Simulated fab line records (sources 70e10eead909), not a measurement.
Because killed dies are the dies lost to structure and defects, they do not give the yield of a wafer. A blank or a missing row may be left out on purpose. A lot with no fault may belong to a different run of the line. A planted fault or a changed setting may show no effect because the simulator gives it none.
8D (eight disciplines) problem report, filled in by code    flow nandHarc    the parts of the form that need people (team, actions taken, sign-off) are left out

1. WHAT WENT WRONG
killedAtArray at NHARC_END_SORT_01 reads a mean of 197 on 4 wafers of 3 lots; wafers without a fault read 26 with a standard deviation of 8.6. Measured from the usual mean, that is +20 standard deviations.
Seen first at day 21 09:51 on prober-01, wafer L165.1. The record holds 9 wafers of 3 lots with a number at this step. By rule, "out" or "out of limits" means more than 4 standard deviations away from the usual mean. The rest of the wafers with a number are treated as sound.

2. WHAT IT IS, AND WHAT IT ISN'T
question                     is                              is not
which readings at this step  killedAtArray, killedDies       killedAtPeriphery, killedOpen, killedShort
which lots                   L165, L166, L167                -
which wafers of those lots   L165.1, L166.1, L167.1, L167.4  L165.5, L165.6, L166.2, L166.3, L167.3
read on which gauges         prober-01, prober-02            -
when                         from day 21 09:51               up to then (0 sound wafers); but 5 sound wafers of L165, L166, L167 came after

3. SUSPECTS, AND WHAT RULES EACH OUT
Counting: if a tool at a process step up to the reading ran every lot that is out, it stays a suspect. Sound lots after the first of them don't rule it out here, since some wafers of a struck lot are sound.
- ruled out: the gauge at NHARC_END_SORT_01. 2 gauges (prober-01, prober-02) read the wafers that are out.
- rieDiel-07 at NHARC_A_CONTACT_ETCH_96 (etches the open film in C4F6/O2, target depth 20 nm, time 10 s): kept. It ran every lot that is out, first L165 (day 18 13:29). Its own readings are out on those wafers: runLengthS.
Left after counting: rieDiel-07 at NHARC_A_CONTACT_ETCH_96.

4. THE CAUSE (what the simulator had put in)
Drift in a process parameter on rieDiel-07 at NHARC_A_CONTACT_ETCH_96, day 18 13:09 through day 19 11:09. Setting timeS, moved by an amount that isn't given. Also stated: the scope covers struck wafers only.
The count eliminated every tool but this one.

5. SEQUENCE OF EFFECTS, ordered by route
One row per reading whose mean, taken over the struck wafers that have a number, lies over 3 standard deviations from the usual. Only readings for which the record gives a usual standard deviation are gone through. hours: the time from each lot's start at the first step in this table that gives one to its start at this step, as a median over the lots. sigmas: the change in usual standard deviations.
hours  step                     reading        usual   on struck wafers  change  sigmas
0      NHARC_A_CONTACT_ETCH_96  runLengthS     31.2 s  27.9              -3.3    -9.0
69     NHARC_END_SORT_01        killedAtArray  26      197               +171    +20
69     NHARC_END_SORT_01        killedDies     30      201               +171    +19
Its process steps:
- NHARC_A_CONTACT_ETCH_96: etches the open film in C4F6/O2, target depth 20 nm, time 10 s.

6. WHAT WOULD HAVE CAUGHT IT SOONER
In this record the first reading out of limits at a measuring or inspecting step was taken at day 21 09:51, 69 hours after the fault began at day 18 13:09.
At NHARC_A_CONTACT_ETCH_96, the tool's own readings (runLengthS) were out on each struck wafer the step has a row for, so an alarm limit on them would have fired on the first such wafer.
Each of the lots that are out, 3 in all, had begun NHARC_A_CONTACT_ETCH_96 on rieDiel-07 no later than day 21 09:51. Had the tool been put on hold then, not one of them would have been saved.
